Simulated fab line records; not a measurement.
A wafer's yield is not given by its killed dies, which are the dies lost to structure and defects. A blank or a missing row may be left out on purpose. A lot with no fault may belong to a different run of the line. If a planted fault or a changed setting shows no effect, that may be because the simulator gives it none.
The tool behind it: which one? :: flow n5Finfet :: 36 wafers from 12 lots sampled at 3 of the route's 1938 steps

WHAT EACH GAUGE READ, for each wafer
N5_MIM_TOP_LITHO_OVL_MEAS_11.
lot: L074
measured: day 14 15:02
on: overlay-01
MIM_TOP_OVL (nm): 20 12 15

lot: L077
measured: day 15 07:50
on: overlay-01
MIM_TOP_OVL (nm): 19 17 22

lot: L083
measured: day 16 04:09
on: overlay-02
MIM_TOP_OVL (nm): 5 11 12

lot: L081
measured: day 16 20:09
on: overlay-02
MIM_TOP_OVL (nm): 3 5 -1

lot: L082
measured: day 17 08:28
on: overlay-02
MIM_TOP_OVL (nm): 9 6 3

lot: L085
measured: day 17 16:52
on: overlay-02
MIM_TOP_OVL (nm): 7 15 2

lot: L090
measured: day 18 10:36
on: overlay-02
MIM_TOP_OVL (nm): 5 9 9

lot: L086
measured: day 18 14:23
on: overlay-01
MIM_TOP_OVL (nm): 12 14 10

lot: L092
measured: day 18 16:19
on: overlay-02
MIM_TOP_OVL (nm): 3 2 2

lot: L091
measured: day 19 01:04
on: overlay-02
MIM_TOP_OVL (nm): 8 14 12

lot: L095
measured: day 19 21:22
on: overlay-01
MIM_TOP_OVL (nm): 8 6 7

lot: L096
measured: day 20 16:13
on: overlay-01
MIM_TOP_OVL (nm): 10 16 12

WHICH TOOL RAN EACH LOT (tool, then ch and the chambers of the sampled wafers, then the start)
lot: L074
N5_BEOL_M15_PRE_CLEAN_42: pvdSputter-03, day 14 09:10
N5_MIM_TOP_ALD_00: aldHk-02 ch 0,2, day 14 13:56

lot: L077
N5_BEOL_M15_PRE_CLEAN_42: pvdSputter-03, day 15 02:17
N5_MIM_TOP_ALD_00: aldHk-02 ch 0,1,3, day 15 06:25

lot: L083
N5_BEOL_M15_PRE_CLEAN_42: pvdSputter-02, day 15 19:17
N5_MIM_TOP_ALD_00: aldHk-03 ch 0,2,3, day 15 22:45

lot: L081
N5_BEOL_M15_PRE_CLEAN_42: pvdSputter-02, day 16 13:28
N5_MIM_TOP_ALD_00: aldHk-02 ch 0,1,2, day 16 16:29

lot: L082
N5_BEOL_M15_PRE_CLEAN_42: pvdSputter-03, day 17 01:56
N5_MIM_TOP_ALD_00: aldHk-02 ch 1,2,3, day 17 07:04

lot: L085
N5_BEOL_M15_PRE_CLEAN_42: pvdSputter-02, day 17 11:03
N5_MIM_TOP_ALD_00: aldHk-03 ch 2,3, day 17 15:20

lot: L090
N5_BEOL_M15_PRE_CLEAN_42: pvdSputter-02, day 18 03:31
N5_MIM_TOP_ALD_00: aldHk-03 ch 2,3, day 18 06:52

lot: L086
N5_BEOL_M15_PRE_CLEAN_42: pvdSputter-01, day 18 05:58
N5_MIM_TOP_ALD_00: aldHk-03 ch 0,1, day 18 10:22

lot: L092
N5_BEOL_M15_PRE_CLEAN_42: pvdSputter-01, day 18 10:38
N5_MIM_TOP_ALD_00: aldHk-01 ch 0,1, day 18 15:07

lot: L091
N5_BEOL_M15_PRE_CLEAN_42: pvdSputter-02, day 18 20:52
N5_MIM_TOP_ALD_00: aldHk-01 ch 0,2, day 19 00:02

lot: L095
N5_BEOL_M15_PRE_CLEAN_42: pvdSputter-01, day 19 15:19
N5_MIM_TOP_ALD_00: aldHk-02 ch 0,1,3, day 19 20:14

lot: L096
N5_BEOL_M15_PRE_CLEAN_42: pvdSputter-03, day 20 10:05
N5_MIM_TOP_ALD_00: aldHk-03 ch 0,1,2, day 20 14:38
- N5_BEOL_M15_PRE_CLEAN_42: time 30 s.
- N5_MIM_TOP_ALD_00: deposits Al2O3, purge time 3 s, co reactant pulse time 3 s.

THE ANSWER, worked out from the rows above alone
Rule: the usual values come from the lots themselves. Put in order of their means at a reading, lots are off if they are a third of the lots or fewer, leave a main group of 4 or more, and stand apart from it by a gap of 3 or more times the standard deviation of the main group's means; of several such gaps the widest counts. Not used: any main group whose means are identical at the precision the tables above print for the reading. A lot without any number at a reading at which 4 lots or more have one is off too. Where the step has rows for the other lots, those lots are counted as sound.
None of the lots is off at any reading shown; this tells nothing.

WHAT THE SIMULATOR HAD PUT IN
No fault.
